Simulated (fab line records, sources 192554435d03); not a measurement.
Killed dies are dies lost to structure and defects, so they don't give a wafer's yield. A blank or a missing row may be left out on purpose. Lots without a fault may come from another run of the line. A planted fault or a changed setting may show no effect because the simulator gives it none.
Split-lot experiment | flow n5_finfet | 7 lots, 21 wafers read, on a route of 1938 steps

THE SPLIT
At N5_FIN_CUT_COAT_19 (time 60 s, resist thk 20 nm), the setting spin_rpm was moved away from the recipe's 1500 rpm on 9 of the 21 wafers read, by -10.9% to +4.7%. The other wafers ran this setting at the recipe's value.

FROM THE SPLIT TO THE READING: what the file shows between them, 5 steps
- N5_FIN_CUT_EXPOSE_05: exposes mask FIN CUT (also split here: dose_mj)
- N5_FIN_CUT_PEB_06: peb time 60 s
- N5_FIN_CUT_DEVELOP_07: develop time 30 s
- N5_FIN_CUT_DESCUM_13: chemistry O2, time 7 s
- N5_FIN_CUT_ETCH_30: etches underlayer in N2/H2, target depth 13 nm, time 10.4 s

THE READING
etch.depth_nm (the simulator's own value, which no gauge read), in nm, at N5_FIN_CUT_ETCH_20 (etches SiARC in CF4, target depth 26 nm, time 43.3 s). The file gives no usual value for it. The 12 wafers here that ran the recipe average 20.00 nm, standard deviation 0.045 nm.

wafer  | tool, chamber at the split | spin_rpm as run, rpm | against the recipe | etch.depth_nm, nm | against lot-mates on the recipe
L074.1 | litho_track-04, 0          | 1500                 | recipe             | 20.01             | -
L074.3 | litho_track-04, 0          | 1500                 | recipe             | 19.99             | -
L074.5 | litho_track-04, 0          | 1500                 | recipe             | 19.99             | -
L077.1 | litho_track-04, 0          | 1500                 | recipe             | 20.01             | -
L077.3 | litho_track-04, 0          | 1544                 | +2.9%              | 19.72             | -0.29
L077.6 | litho_track-04, 0          | 1500                 | recipe             | 20                | -
L079.1 | litho_track-04, 0          | 1500                 | recipe             | 19.91             | -
L079.3 | litho_track-04, 0          | 1500                 | recipe             | 19.95             | -
L079.6 | litho_track-04, 0          | 1500                 | recipe             | 20                | -
L083.1 | litho_track-02, 0          | 1428                 | -4.8%              | 20.45             | +0.49
L083.5 | litho_track-02, 0          | 1500                 | recipe             | 19.96             | -
L083.6 | litho_track-02, 0          | 1428                 | -4.8%              | 20.48             | +0.52
L086.1 | litho_track-03, 0          | 1571                 | +4.7%              | 19.57             | -0.44
L086.2 | litho_track-03, 0          | 1571                 | +4.7%              | 19.54             | -0.47
L086.3 | litho_track-03, 0          | 1500                 | recipe             | 20.01             | -
L087.1 | litho_track-04, 0          | 1557                 | +3.8%              | 19.62             | -0.38
L087.5 | litho_track-04, 0          | 1500                 | recipe             | 20                | -
L087.6 | litho_track-04, 0          | 1557                 | +3.8%              | 19.61             | -0.39
L095.1 | litho_track-04, 0          | 1336                 | -10.9%             | 21.29             | +1.18
L095.3 | litho_track-04, 0          | 1336                 | -10.9%             | 21.3              | +1.19
L095.4 | litho_track-04, 0          | 1500                 | recipe             | 20.11             | -

THE FIT
A straight line over all 21 wafers: etch.depth_nm changes by -0.111 nm for each +1% of spin_rpm; r = -0.99; the points scatter about the line by 0.058 nm.
The same after taking each lot's own level away (the mean of its wafers on the recipe; 21 wafers): -0.105 nm for each +1%; r = -1.00; scatter 0.023 nm.
On that fit, the largest move of spin_rpm shifts the reading by 1.2 nm.
The lots' own levels span 19.953 to 20.110 nm, that is 3.5 times the standard deviation above.
So the lot-to-lot level changes the slope little: the two slopes agree.
Check: with one of the wafers moved furthest among these (-10.9%) left out of the fit, the line predicts +1.15 nm for it against its lot-mates. It came out at +1.18 nm against them.

OTHER SPLITS ON THESE WAFERS
These wafers also went through other splits before the reading. Each is held against what the fit with the lots' levels taken away leaves over:
other split on the same wafers | wafers away from the commonest value | r with etch.depth_nm (lot level and that fit taken away)
N5_FIN_SAQP_PECVD_06 time_s    | 9                                    | -0.26
N5_FIN_SAQP_PEB_14 peb_time_s  | 4                                    | +0.47
N5_FIN_CUT_EXPOSE_05 dose_mj   | 5                                    | +0.05

THE WHOLE CHAIN: every reading that the file lists as answering this split, in the file's order
step               | what it does                                         | reading                                                                          | change (the file's fit)                | r (the file's)
N5_FIN_CUT_COAT_19 | time 60 s, resist thk 20 nm                          | SiARC_of_FIN_CUT_COAT_19.thk_nm (the simulator's own value, which no gauge read) | -0.0896 nm for each +1% of the setting | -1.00
N5_FIN_CUT_ETCH_20 | etches SiARC in CF4, target depth 26 nm, time 43.3 s | etch.depth_nm (the simulator's own value, which no gauge read)                   | -0.105 nm for each +1% of the setting  | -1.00

THE FILE'S OWN FIT
etch.depth_nm changes by -0.105 nm for each +1% of spin_rpm, r = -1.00.
